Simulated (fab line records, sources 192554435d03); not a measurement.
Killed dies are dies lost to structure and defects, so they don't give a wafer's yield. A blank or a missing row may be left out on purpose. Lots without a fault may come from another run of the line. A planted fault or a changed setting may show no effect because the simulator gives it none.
A struck lot beside a sound one | flow n5_finfet | 39 steps out of a route of 1938
Sound: wafers L667.2, L667.4, L667.6. Struck: wafers L669.2, L669.4. The cause comes at the end.
At each step with rows: each side's tool, then ch and its chambers, then its first start. Under that, the readings that differ: sound wafers | struck wafers | difference of the means | sigmas: that difference in standard deviations of wafers without a fault.
alike: readings whose means differ by less than 2 such deviations, and words and numbers that are the same on both sides. not compared: withheld readings, readings that some wafer has no value for, bounds like >300 that may hide the same value, and numbers for which the record gives no deviation and whose values overlap.
The two part at a step that has a row with sigmas, a row that says differs or no value, or rows on one side only. Numbers that don't overlap but have no deviation are shown without sigmas and don't part them. A reading that every wafer of one side lacks parts them only if that side has two wafers or more.

first, 11 steps without rows for these wafers: N5_BEOL_M0_SAQP_DESCUM_19 (chemistry O2, time 7.9 s); N5_BEOL_M0_SAQP_ETCH_83 (etches SiARC in CF4, target depth 39 nm, time 65 s); N5_BEOL_M0_SAQP_ETCH_84 (etches SOC in N2/H2, target depth 100 nm, overetch 20 nm, time 150 s); N5_BEOL_M0_SAQP_STRIP_80 (strips in N2/H2); N5_BEOL_M0_SAQP_HM_OPEN_112 (chemistry CHF3/O2, target SiO2, stops on a-Si, target depth 12 nm, time 13.5 s); N5_BEOL_M0_SAQP_STRIP_113 (strips in CHF3/O2); N5_BEOL_M0_SAQP_MANDREL_ETCH_20 (etches a-Si in HBr/Cl2, stops on SiNx, target depth 60 nm, bt time 10 s, time 30 s); N5_BEOL_M0_SAQP_STRIP_86 (strips in N2/H2); N5_BEOL_M0_SAQP_STRIP_115 (strips in post etch residue remover, time 60 s); N5_BEOL_M0_SAQP_SRD_93 (time 30 s); N5_BEOL_M0_SAQP_RECESS_114 (chemistry HF/NH3, target SiO2, target depth 14.4 nm, afs cycles 3, sublimation time 60 s).
N5_BEOL_M0_SAQP_SPACER1_ALD_98: deposits SiO2, target thk 12.8 nm, pulse time 1 s, purge time 2 s.
  sound on ald_sin-03 ch 0,1,2, day 5 23:17; struck on ald_sin-03 ch 1,2, day 6 14:10
  reading                                               | sound          | struck  | difference | sigmas
  ald_cycles                                            | 138 138 138    | 60 60   | -78        |
  model.SiO2_of_BEOL_M0_SAQP_SPACER1_ALD_98.thk_nm (nm) | 12.8 12.8 12.8 | 5.6 5.6 | -7.2       |
  alike: heater_power_w, precursor_pulse_height_rel
then, 1 step without rows for these wafers: N5_BEOL_M0_SAQP_SPACER1_ETCHBACK_99 (etches SiO2 in CHF3/O2, target depth 15.4 nm, time 7.7 s).
N5_BEOL_M0_SAQP_MANDREL1_REMOVE_100: chemistry HBr/Cl2/O2, target a-Si, stops on SiNx, bt time 10 s.
  sound on rie_si-02 ch 0,1,3, day 5 23:53; struck on rie_si-06 ch 0,2, day 6 14:43
  reading                                               | sound        | struck  | difference | sigmas
  model.BEOL_M0_SAQP.cd_nm (nm)                         | 12.8 13 12.8 | 5.4 5.4 | -7.5       |
  model.SiO2_of_BEOL_M0_SAQP_SPACER1_ALD_98.thk_nm (nm) | 7.4 7.4 7.4  | 2.6 2.6 | -4.8       |
  alike: drypump_motor_current_A, he_backside_leak_sccm, oes_product_au, throttle_valve_pct
  not compared: rf_hours_counter_h
N5_BEOL_M0_SAQP_CD_MEAS_25: target cd 13.1 nm.
  sound on cd_sem-02 ch 0, day 6 00:00; struck on cd_sem-01 ch 0, day 6 14:50
  reading    | sound             | struck    | difference | sigmas
  cd_nm (nm) | 12.96 12.92 12.47 | 5.42 5.52 | -7.31      | -32
then, 22 steps without rows for these wafers: N5_BEOL_M0_SAQP_ETCH_101 (etches SiNx in CH3F/O2, target depth 29.9 nm, time 42.7 s); N5_BEOL_M0_SAQP_ETCH_102 (etches SiO2 in CF4, target depth 4 nm, time 4.4 s); N5_BEOL_M0_SAQP_MANDREL_ETCH_103 (etches a-Si in HBr/Cl2, stops on SiCN, target depth 45 nm, bt time 10 s, time 27 s); N5_BEOL_M0_SAQP_RECESS_104 (chemistry HF/NH3, target SiO2, target depth 18 nm, afs cycles 3, sublimation time 60 s); N5_BEOL_M0_SAQP_COAT_105 (time 60 s, resist thk 100 nm); N5_BEOL_M0_SAQP_ETCH_106 (etches SOC in N2/H2, stops on SiNx, target depth 150 nm); N5_BEOL_M0_SAQP_ETCH_107 (etches SiNx in CH3F/O2, target depth 30 nm); N5_BEOL_M0_SAQP_STRIP_108 (strips in N2/H2); N5_BEOL_M0_SAQP_RECESS_109 (chemistry HF/NH3, target SiO2, target depth 3 nm, afs cycles 1, sublimation time 60 s); N5_BEOL_M0_SAQP_SPACER2_ALD_26 (deposits SiO2, target thk 15 nm, pulse time 1 s, purge time 2 s); N5_BEOL_M0_SAQP_SPACER2_ETCHBACK_27 (etches SiO2 in CHF3/O2, target depth 22.5 nm, time 11.25 s); N5_BEOL_M0_SAQP_MANDREL2_REMOVE_110 (chemistry HBr/Cl2/O2, target a-Si, stops on SiCN, bt time 10 s); N5_BEOL_M0_SAQP_COAT_69 (time 60 s, resist thk 90 nm); N5_BEOL_M0_SAQP_COAT_72 (time 60 s, resist thk 15 nm); N5_BEOL_M0_SAQP_COAT_87 (time 60 s, resist thk 5 nm); N5_BEOL_M0_SAQP_COAT_34 (resist thk 30 nm); N5_BEOL_M0_SAQP_EBR_36; N5_BEOL_M0_SAQP_SOFTBAKE_35 (time 60 s); N5_BEOL_M0_SAQP_EXPOSE_37 (exposes mask M0 CUT1, target cd 30 nm); N5_BEOL_M0_SAQP_PEB_38 (peb time 60 s); N5_BEOL_M0_SAQP_DEVELOP_39 (develop time 30 s); N5_BEOL_M0_SAQP_DESCUM_45 (chemistry O2, time 7 s).
N5_BEOL_M4_RC_MEAS_101:
  the record has rows for the sound wafers here (prober-02 ch 0, day 8 10:31) and none for the struck ones
-- the record jumps here: 7 days lie between the struck wafers' starts before and after (it left off in module BEOL_M4 and takes up again in module PASSIVATION, whose first step shown is number 1936 of the route) --
N5_PASSIVATION_PROBE_49:
  sound on prober-01, day 12 11:51; struck on prober-02, day 13 03:35
  reading                  | sound          | struck    | difference | sigmas
  defect_limited_yield (%) | 93.2 94.2 91.3 | 0 0       | -93        | -58
  killed_at_M0_to_M3       | 29 18 28       | 1135 1132 | +1108      | +99 or more
  killed_dies              | 80 69 103      | 1180 1180 | +1096      | +58
  killed_on_rim            | 9 7 15         | 152 152   | +142       | +35
  sort_bin_5_function (%)  | 4.2 3.4 5.3    | 97.5 97.4 | +93.2      | +93
  sort_n_pass              | 1100 1111 1077 | 0 0       | -1096      | -58
  sort_yield_pct (%)       | 93.2 94.2 91.3 | 0 0       | -93        | -58
  alike: killed_at_M4_up, killed_at_contacts, killed_at_front_end, killed_at_other, killed_open, killed_short, sort_bin_6_memory

WHERE THEY PART
First at N5_BEOL_M0_SAQP_CD_MEAS_25; last, within this record, at N5_PASSIVATION_PROBE_49.

WHY: what the simulator had put in
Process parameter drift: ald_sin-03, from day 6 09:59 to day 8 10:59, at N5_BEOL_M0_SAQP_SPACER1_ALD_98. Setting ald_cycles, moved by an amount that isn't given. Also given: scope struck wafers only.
